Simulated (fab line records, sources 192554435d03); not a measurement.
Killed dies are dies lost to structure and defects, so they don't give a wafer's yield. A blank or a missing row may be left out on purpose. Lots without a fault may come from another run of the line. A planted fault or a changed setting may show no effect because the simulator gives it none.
Which tool did it? | flow n5_finfet | 24 lots, 72 wafers sampled, at 4 steps of a route of 1938

WHAT THE GAUGES READ, wafer by wafer
N5_HKMG_FIN_CD_MEAS_49: target cd 202 nm. Usual: cd_nm 201.6 nm, standard deviation 0.85.
lot  | measured    | on        | cd_nm (nm)        | flag
L074 | day 3 22:22 | cd_sem-02 | 202.8 201.7 203.0 |
L075 | day 4 07:54 | cd_sem-03 | 200.9 201.5 202.1 |
L076 | day 4 12:14 | cd_sem-02 | 201.4 200.6 201.3 |
L077 | day 4 22:59 | cd_sem-02 | 202.2 201.8 203.4 |
L078 | day 5 08:03 | cd_sem-03 | 202.9 201.5 201.2 |
L079 | day 5 09:35 | cd_sem-03 | 201.9 202.7 201.8 |
L080 | day 5 13:49 | cd_sem-01 | 203.4 202.7 202.6 |
L081 | day 6 05:19 | cd_sem-01 | 202.4 203.6 202.5 |
L082 | day 6 06:43 | cd_sem-02 | 200.0 201.1 200.8 |
L083 | day 6 09:44 | cd_sem-02 | 201.6 199.9 201.9 |
L084 | day 6 12:28 | cd_sem-03 | 202.0 201.3 201.2 |
L085 | day 7 01:07 | cd_sem-02 | 202.7 201.6 203.0 |
L086 | day 7 07:38 | cd_sem-01 | 201.5 201.9 201.5 |
L087 | day 7 13:01 | cd_sem-03 | 199.8 200.8 201.2 |
L088 | day 7 17:40 | cd_sem-01 | 201.8 201.8 201.9 |
L089 | day 7 22:01 | cd_sem-01 | 202.1 199.6 201.4 |
L090 | day 8 02:16 | cd_sem-02 | 200.0 200.2 201.4 |
L091 | day 8 05:34 | cd_sem-01 | 200.8 202.1 199.9 |
L092 | day 8 12:23 | cd_sem-02 | 202.3 202.0 201.9 |
L093 | day 8 18:59 | cd_sem-03 | 201.4 202.2 201.4 |
L094 | day 9 04:24 | cd_sem-02 | 201.1 201.1 202.5 |
L095 | day 9 05:50 | cd_sem-02 | 201.6 201.9 201.5 |
L096 | day 9 20:24 | cd_sem-01 | 201.8 200.4 200.1 |
L097 | day 9 20:50 | cd_sem-01 | 202.3 201.7 201.6 |

N5_HKMG_FIN_OVL_MEAS_50. Usual: NDIPOLE_OVL -0.1 nm, standard deviation 0.71.
lot  | measured    | on         | NDIPOLE_OVL (nm) | flag
L074 | day 3 22:23 | overlay-01 | 0.2 0.2 1.0      |
L075 | day 4 07:56 | overlay-01 | -0.3 -0.1 -1.6   |
L076 | day 4 12:16 | overlay-01 | 0.4 0.3 -1.0     |
L077 | day 4 23:01 | overlay-02 | -0.2 0.3 0.8     |
L078 | day 5 08:04 | overlay-02 | 0.5 -0.3 -0.3    |
L079 | day 5 09:37 | overlay-01 | 0.6 -0.1 0.6     |
L080 | day 5 13:50 | overlay-01 | 0.1 -0.7 -0.2    |
L081 | day 6 05:21 | overlay-01 | -0.5 -0.2 -0.6   |
L082 | day 6 06:45 | overlay-02 | 0.0 0.5 0.2      |
L083 | day 6 09:46 | overlay-02 | -0.9 -1.2 -1.5   |
L084 | day 6 12:29 | overlay-02 | -0.4 0.1 0.4     |
L085 | day 7 01:09 | overlay-01 | 0.0 -0.2 0.9     |
L086 | day 7 07:40 | overlay-01 | 0.1 0.1 0.4      |
L087 | day 7 13:02 | overlay-02 | -1.6 -0.8 -1.8   |
L088 | day 7 17:42 | overlay-02 | 0.3 -0.9 -0.4    |
L089 | day 7 22:03 | overlay-02 | -0.1 1.0 1.1     |
L090 | day 8 02:17 | overlay-02 | -0.3 0.0 0.4     |
L091 | day 8 05:35 | overlay-01 | -0.7 -1.1 -1.1   |
L092 | day 8 12:24 | overlay-02 | -0.7 -0.3 -0.1   |
L093 | day 8 19:00 | overlay-01 | 0.1 -0.1 -1.6    |
L094 | day 9 04:26 | overlay-01 | 1.2 -0.1 1.7     |
L095 | day 9 05:52 | overlay-02 | -0.9 -0.4 -0.7   |
L096 | day 9 20:26 | overlay-01 | -0.7 0.8 -0.8    |
L097 | day 9 20:52 | overlay-02 | 0.6 0.3 0.6      |

N5_HKMG_FIN_THK_MEAS_70: measures by xrf. Usual: HK_THK 1.569 nm, standard deviation 0.019.
lot  | measured    | on            | HK_THK (nm)       | flag
L074 | day 4 00:51 | film_metro-02 | 1.575 1.602 1.601 |
L075 | day 4 10:44 | film_metro-01 | 1.557 1.556 1.559 |
L076 | day 4 15:02 | film_metro-01 | 1.550 1.557 1.544 |
L077 | day 5 01:29 | film_metro-02 | 1.538 1.579 1.554 |
L078 | day 5 11:21 | film_metro-01 | 1.568 1.557 1.561 |
L079 | day 5 12:31 | film_metro-02 | 1.568 1.541 1.577 |
L080 | day 5 17:06 | film_metro-01 | 1.592 1.572 1.569 |
L081 | day 6 08:15 | film_metro-01 | 1.564 1.586 1.547 |
L082 | day 6 09:17 | film_metro-01 | 1.567 1.587 1.564 |
L083 | day 6 12:24 | film_metro-01 | 1.574 1.577 1.555 |
L084 | day 6 15:04 | film_metro-01 | 1.568 1.582 1.605 |
L085 | day 7 03:55 | film_metro-01 | 1.549 1.554 1.553 |
L086 | day 7 11:04 | film_metro-02 | 1.584 1.565 1.524 |
L087 | day 7 15:50 | film_metro-01 | 1.582 1.567 1.571 |
L088 | day 7 20:35 | film_metro-02 | 1.570 1.547 1.522 |
L089 | day 8 00:31 | film_metro-02 | 1.572 1.580 1.555 |
L090 | day 8 05:13 | film_metro-01 | 1.602 1.579 1.585 |
L091 | day 8 08:04 | film_metro-01 | 1.579 1.598 1.568 |
L092 | day 8 14:53 | film_metro-02 | 1.552 1.547 1.526 |
L093 | day 8 22:34 | film_metro-02 | 1.584 1.579 1.545 |
L094 | day 9 07:32 | film_metro-01 | 1.555 1.566 1.585 |
L095 | day 9 08:31 | film_metro-02 | 1.572 1.598 1.566 |
L096 | day 9 23:20 | film_metro-01 | 1.578 1.568 1.572 |
L097 | day 9 23:39 | film_metro-01 | 1.575 1.567 1.593 |

WHICH TOOL RAN EACH LOT (tool, then ch and the chambers of the sampled wafers, then the start)
lot  | N5_HKMG_FIN_HK_ALD_01
L074 | ald_hk-02 ch 0,2,3, day 3 21:28
L075 | ald_hk-03 ch 1,2,3, day 4 06:57
L076 | ald_hk-03 ch 0,1,2, day 4 11:20
L077 | ald_hk-03 ch 1,2,3, day 4 21:52
L078 | ald_hk-03 ch 0,1,3, day 5 07:05
L079 | ald_hk-01 ch 0,2,3, day 5 08:25
L080 | ald_hk-02 ch 1,3, day 5 12:52
L081 | ald_hk-01 ch 0,1,3, day 6 04:23
L082 | ald_hk-02 ch 1,2,3, day 6 05:42
L083 | ald_hk-03 ch 0,3, day 6 08:54
L084 | ald_hk-02 ch 0,1,3, day 6 11:31
L085 | ald_hk-02 ch 0,2,3, day 7 00:18
L086 | ald_hk-03 ch 0,1, day 7 06:50
L087 | ald_hk-02 ch 1,2, day 7 12:11
L088 | ald_hk-02 ch 1,3, day 7 16:40
L089 | ald_hk-03 ch 0,1, day 7 21:01
L090 | ald_hk-01 ch 1,2,3, day 8 01:12
L091 | ald_hk-01 ch 0,2,3, day 8 04:34
L092 | ald_hk-01 ch 0,1, day 8 11:25
L093 | ald_hk-02 ch 2,3, day 8 18:08
L094 | ald_hk-01 ch 0,1,2, day 9 03:07
L095 | ald_hk-03 ch 1,2, day 9 04:53
L096 | ald_hk-02 ch 0,1,3, day 9 19:26
L097 | ald_hk-01 ch 0,2,3, day 9 20:01
- N5_HKMG_FIN_HK_ALD_01: deposits HfO2, target thk 1.6 nm, pulse time 3 s, purge time 3 s.

WHAT THE TOOLS THEMSELVES READ (means of the sampled wafers that have a number; where no wafer has one, the mark that the record gives instead)
N5_HKMG_FIN_HK_ALD_01. Usual: precursor_pulse_height_rel 0.998, standard deviation 0.018.
lot  | tool      | precursor_pulse_height_rel | flag
L074 | ald_hk-02 | 1.004                      |
L075 | ald_hk-03 | 1.008                      |
L076 | ald_hk-03 | 0.984                      |
L077 | ald_hk-03 | 1.002                      |
L078 | ald_hk-03 | 0.987                      |
L079 | ald_hk-01 | 0.991                      |
L080 | ald_hk-02 | 1.006                      |
L081 | ald_hk-01 | 0.997                      |
L082 | ald_hk-02 | 1.010                      |
L083 | ald_hk-03 | 1.009                      |
L084 | ald_hk-02 | 1.009                      |
L085 | ald_hk-02 | 0.989                      |
L086 | ald_hk-03 | 0.995                      |
L087 | ald_hk-02 | 1.004                      |
L088 | ald_hk-02 | 1.002                      |
L089 | ald_hk-03 | 0.979                      |
L090 | ald_hk-01 | 1.000                      |
L091 | ald_hk-01 | 0.986                      |
L092 | ald_hk-01 | 1.012                      |
L093 | ald_hk-02 | 1.003                      |
L094 | ald_hk-01 | 1.016                      |
L095 | ald_hk-03 | 0.999                      |
L096 | ald_hk-02 | 1.008                      |
L097 | ald_hk-01 | 0.984                      |

THE ANSWER, worked out from the rows above alone
Rule: a lot is off if the mean of its wafers that have a number lies more than 3 standard deviations from the usual mean. A lot without any number at a reading at which 4 lots or more have one is off too. The other lots that the step has rows for count as sound. The gauges are gone through in route order, then the tools' own readings, and for those a lot's mean is taken as printed above. The first step at which some lot is off is used, and at that step the reading that is off furthest; a lot without a number counts as furthest.
No lot is off at any reading shown: from this, nothing can be told.

WHAT THE SIMULATOR HAD PUT IN
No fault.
